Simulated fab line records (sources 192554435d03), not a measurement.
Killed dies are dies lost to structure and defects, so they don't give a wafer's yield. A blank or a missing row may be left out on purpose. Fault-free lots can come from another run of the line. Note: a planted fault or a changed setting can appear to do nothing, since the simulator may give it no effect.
Matching of chambers -- flow n5_finfet -- 3 sister chambers for N5_BEOL_M8_CURE_75 on uv_cure-03
The step cures SiCOH lowk, time 120 s. 22 wafers are shown with their chamber, then 11 later ones without.

WAFERS WITH THEIR CHAMBER
wafer,chamber,lamp_power_pct (%),wafer_temp_C_max
L078.1,2,52.21,371.9
L078.3,2,52.26,372.0
L078.5,2,52.23,371.6
L077.3,1,52.31,371.6
L077.4,1,52.21,372.2
L077.5,1,52.21,372.1
L079.3,1,52.28,371.6
L079.4,1,52.29,372.5
L079.6,1,52.25,372.0
L080.2,2,52.35,370.5
L080.4,2,52.30,370.9
L080.6,2,52.26,371.4
L081.2,1,52.31,372.2
L081.3,1,52.28,371.5
L081.5,1,52.31,372.1
L082.1,1,52.28,371.7
L082.4,1,52.39,372.4
L082.6,1,52.34,371.8
L083.1,0,52.38,371.4
L083.2,0,52.35,371.5
L083.6,0,52.41,372.2
L086.2,2,52.36,371.7

SIGNATURES (averages over the wafers above)
reading,chamber 0,chamber 1,chamber 2,scatter within a chamber
lamp_power_pct,52.3800,52.2883,52.2814,0.0513
wafer_temp_C_max,371.700,371.975,371.429,0.422
Rule: a wafer lies at a distance from a chamber equal to the root of the sum of squares, over the readings, of (its reading less the chamber's mean, divided by the reading's scatter). If the next closest chamber is less than 2 further off than the closest, the wafer can't be placed; otherwise it belongs to the closest. The scatter: take each reading less its chamber's mean, square it, sum over the shown wafers, divide by the number of wafers less the number of chambers, and take the root.

WAFERS WITH NO CHAMBER GIVEN
wafer,lamp_power_pct (%),wafer_temp_C_max
L086.3,52.24,371.6
L086.4,52.22,371.8
L089.1,52.37,371.9
L089.3,52.34,371.5
L089.4,52.32,371.5
L091.3,52.26,371.0
L091.4,52.31,372.4
L091.5,52.25,371.0
L096.1,52.35,371.8
L096.2,52.34,372.0
L096.4,52.30,371.6

THE CHAMBER EACH PASSED THROUGH
wafer,from the rows above,in truth
L086.3,can't be placed: 2 or 1 or 0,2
L086.4,can't be placed: 1 or 2 or 0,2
L089.1,can't be placed: 0 or 1 or 2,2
L089.3,can't be placed: 0 or 2 or 1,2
L089.4,can't be placed: 2 or 0 or 1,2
L091.3,can't be placed: 2 or 1 or 0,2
L091.4,can't be placed: 1 or 0 or 2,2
L091.5,can't be placed: 2 or 1 or 0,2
L096.1,can't be placed: 0 or 1 or 2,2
L096.2,can't be placed: 1 or 0 or 2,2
L096.4,can't be placed: 2 or 1 or 0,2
Placed correctly: 0 of 11. Cannot be placed on the basis of these rows: 11; the candidates contain the true chamber in 11. 0 placed wrongly.
